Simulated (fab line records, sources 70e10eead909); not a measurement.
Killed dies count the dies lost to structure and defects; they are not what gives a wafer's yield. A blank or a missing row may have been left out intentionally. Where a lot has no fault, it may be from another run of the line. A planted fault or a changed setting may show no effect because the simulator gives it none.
What tool caused it?    flow nand_harc    11 lots, 33 wafers sampled, at 6 steps of a route of 1302

WHAT THE GAUGES READ, wafer by wafer
NHARC_P_ZERO_WELL_CD_MEAS_11: target cd 500 nm.
lot   measured      on         cd_nm (nm)
L337  day 1 21:14   cd_sem-01  497.8 494.0 498.0
L339  day 2 17:08   cd_sem-02  499.6 497.9 496.8
L341  day 3 13:07   cd_sem-02  501.6 500.7 499.0
L342  day 3 23:14   cd_sem-02  499.4 499.5 501.2
L343  day 4 09:14   cd_sem-02  500.5 496.4 499.3
L344  day 4 19:35   cd_sem-01  502.9 502.9 504.2
L353  day 8 13:07   cd_sem-01  498.4 498.7 499.1
L354  day 8 23:07   cd_sem-02  499.8 499.3 499.7
L356  day 9 19:15   cd_sem-02  501.4 500.4 499.1
L358  day 10 15:16  cd_sem-02  499.3 502.1 500.8
L359  day 11 01:15  cd_sem-02  499.1 502.4 499.5

NHARC_P_ZERO_WELL_CD_MEAS_37: target cd 720 nm.
lot   measured      on         cd_nm (nm)
L337  day 1 23:59   cd_sem-02  722.1 721.3 723.3
L339  day 2 20:14   cd_sem-01  723.5 723.7 724.5
L341  day 3 15:59   cd_sem-01  715.9 715.3 719.0
L342  day 4 02:14   cd_sem-01  715.7 721.5 717.1
L343  day 4 12:10   cd_sem-03  719.6 721.3 721.4
L344  day 4 22:32   cd_sem-01  741.0 739.5 738.1 741.0 740.0 738.4
L353  day 8 16:02   cd_sem-01  719.6 719.3 720.1
L354  day 9 01:55   cd_sem-01  721.5 723.6 718.9
L356  day 9 22:05   cd_sem-03  724.1 722.8 723.1
L358  day 10 18:15  cd_sem-02  717.9 719.0 713.3
L359  day 11 04:15  cd_sem-01  719.1 719.7 720.4

NHARC_END_SORT_01.
lot   measured      on         killed_at_array  killed_at_other  killed_at_periphery  killed_dies  killed_open  killed_short
L341  day 25 22:46  prober-02  48 35 34         1 0 1            2 9 4                51 44 39     5 2 3        3 1 3
L344  day 27 06:16  prober-02  68 61 54         0 1 0            5 2 4                73 64 58     2 6 4        1 3 3
L353  day 31 03:23  prober-01  26 39 34         1 0 0            2 3 1                29 42 35     1 5 1        3 5 3

WHAT TOOL EACH LOT RAN ON (gives the tool, then ch and the chambers of the sampled wafers, and finally the start)
lot   NHARC_P_ZERO_WELL_EXPOSE_34        NHARC_P_STI_ETCH_31                            NHARC_P_STI_ETCH_15
L337  krf_scanner-03 ch 0, day 1 23:50   rie_diel-12 ch 0,2,3, day 2 20:25 or earlier   rie_si-02 ch 1,3, day 2 20:25
L339  krf_scanner-03 ch 0, day 2 20:05   rie_diel-12 ch 0,3, day 3 16:55 or earlier     rie_si-02 ch 0,1,2, day 3 16:55
L341  krf_scanner-04 ch 0, day 3 15:50   rie_diel-13 ch 0,1,3, day 4 13:28 or earlier   rie_si-06 ch 0,1,2, day 4 13:28
L342  krf_scanner-03 ch 0, day 4 02:05   rie_diel-07 ch 1,2, day 4 23:11 or earlier     rie_si-06 ch 0,1,3, day 4 23:11
L343  krf_scanner-03 ch 0, day 4 12:00   rie_diel-13 ch 0,2, day 5 08:16 or earlier     rie_si-06 ch 0,2, day 5 08:16
L344  krf_scanner-03 ch 0, day 4 22:23   rie_diel-12 ch 1,2,3, day 6 00:41 or earlier   rie_si-03 ch 0,1,2, day 6 00:41
L353  krf_scanner-03 ch 0, day 8 15:53   rie_diel-12 ch 0,2,3, day 9 11:30 or earlier   rie_si-06 ch 0,2,3, day 9 11:30
L354  krf_scanner-03 ch 0, day 9 01:45   rie_diel-13 ch 1,2,3, day 9 21:07 or earlier   rie_si-06 ch 2,3, day 9 21:07
L356  krf_scanner-02 ch 0, day 9 21:56   rie_diel-12 ch 0,1, day 10 18:03 or earlier    rie_si-02 ch 2,3, day 10 18:03
L358  krf_scanner-04 ch 0, day 10 18:06  rie_diel-13 ch 0,1,3, day 11 13:09 or earlier  rie_si-02 ch 2,3, day 11 13:09
L359  krf_scanner-03 ch 0, day 11 04:06  rie_diel-07 ch 0,1,2, day 11 23:59 or earlier  rie_si-02 ch 1,2, day 11 23:59
- NHARC_P_ZERO_WELL_EXPOSE_34: exposes mask P PWELL, target cd 720 nm.
- NHARC_P_STI_ETCH_31: etches the open film in CF4/CHF3, target depth 108.9 nm, time 54.5 s.
- NHARC_P_STI_ETCH_15: etches the open film in HBr/Cl2, target depth 300 nm, time 100.1 s.

WHAT THE TOOLS THEMSELVES READ (means of the sampled wafers that have a number; where no wafer has one, the mark that the record gives instead)
NHARC_P_ZERO_WELL_EXPOSE_34.
lot   tool            reticle_temp_C (C)
L337  krf_scanner-03  23.01
L339  krf_scanner-03  23.06
L341  krf_scanner-04  22.95
L342  krf_scanner-03  23.08
L343  krf_scanner-03  23.10
L344  krf_scanner-03  23.07
L353  krf_scanner-03  22.96
L354  krf_scanner-03  23.01
L356  krf_scanner-02  22.96
L358  krf_scanner-04  23.01
L359  krf_scanner-03  22.93

NHARC_P_STI_ETCH_31.
lot   tool         drypump_motor_current_A (A)  mfc_ar_sccm (sccm)  oes_product_au (a.u.)  rf_vpp_V (V)  showerhead_plenum_p_Torr (Torr)  throttle_valve_pct (%)
L337  rie_diel-12  5.6                          0.006               0.970                  371.2         1.60                             16.813
L339  rie_diel-12  5.2                          0.000               0.959                  369.8         1.55                             16.802
L341  rie_diel-13  5.7                          0.011               0.964                  370.8         1.57                             16.796
L342  rie_diel-07  5.0                          0.000               0.960                  367.5         1.49                             16.804
L343  rie_diel-13  5.9                          0.003               0.974                  372.1         1.62                             16.808
L344  rie_diel-12  5.8                          0.006               0.976                  372.7         1.64                             16.805
L353  rie_diel-12  5.6                          0.006               0.950                  371.2         1.60                             16.805
L354  rie_diel-13  5.7                          0.015               0.963                  369.9         1.57                             16.812
L356  rie_diel-12  5.2                          0.000               0.963                  370.6         1.56                             16.795
L358  rie_diel-13  5.8                          0.011               0.969                  370.1         1.57                             16.800
L359  rie_diel-07  5.2                          0.000               0.966                  368.4         1.48                             16.801

NHARC_P_STI_ETCH_15.
lot   tool       drypump_motor_current_A (A)  oes_product_au (a.u.)  throttle_valve_pct (%)
L337  rie_si-02  5.6                          1.001                  26.404
L339  rie_si-02  5.7                          0.996                  26.411
L341  rie_si-06  5.3                          0.991                  26.412
L342  rie_si-06  5.5                          1.007                  26.412
L343  rie_si-06  5.3                          0.999                  26.401
L344  rie_si-03  5.6                          1.008                  26.410
L353  rie_si-06  5.7                          0.998                  26.410
L354  rie_si-06  6.0                          0.990                  26.400
L356  rie_si-02  5.8                          0.998                  26.402
L358  rie_si-02  5.7                          0.998                  26.409
L359  rie_si-02  5.4                          0.993                  26.395

THE ANSWER, worked out from the rows above alone
Rule: what is usual is taken from the lots themselves. The widest of any qualifying gaps counts: lots, ordered by their means at a reading, are off when they make up no more than a third of the lots, leave a main group of 4 or more, and stand apart from it by 3 or more times the standard deviation of that group's means. A main group whose means are all the same, to the digits that the tables above print for the reading, isn't used. A lot without any number at a reading at which 4 lots or more have one is off too. The other lots that the step has rows for count as sound. Order of review: gauges by route order, followed by the tools' own readings, for which a lot's mean as printed above is used. The first step at which some lot is off is used, and at that step the reading that is off furthest; a lot without a number counts as furthest.
Off at NHARC_P_ZERO_WELL_CD_MEAS_37 (cd_nm): L344. For the main group the mean is 720.3 nm and the standard deviation 2.4.
A tool fits if, at a process step before that reading, it ran every lot that is off, and no sound lot after the first of them. Gauges at NHARC_P_ZERO_WELL_CD_MEAS_37: tried the same way as those tools. Of those tried, none fits.

WHAT THE SIMULATOR HAD PUT IN
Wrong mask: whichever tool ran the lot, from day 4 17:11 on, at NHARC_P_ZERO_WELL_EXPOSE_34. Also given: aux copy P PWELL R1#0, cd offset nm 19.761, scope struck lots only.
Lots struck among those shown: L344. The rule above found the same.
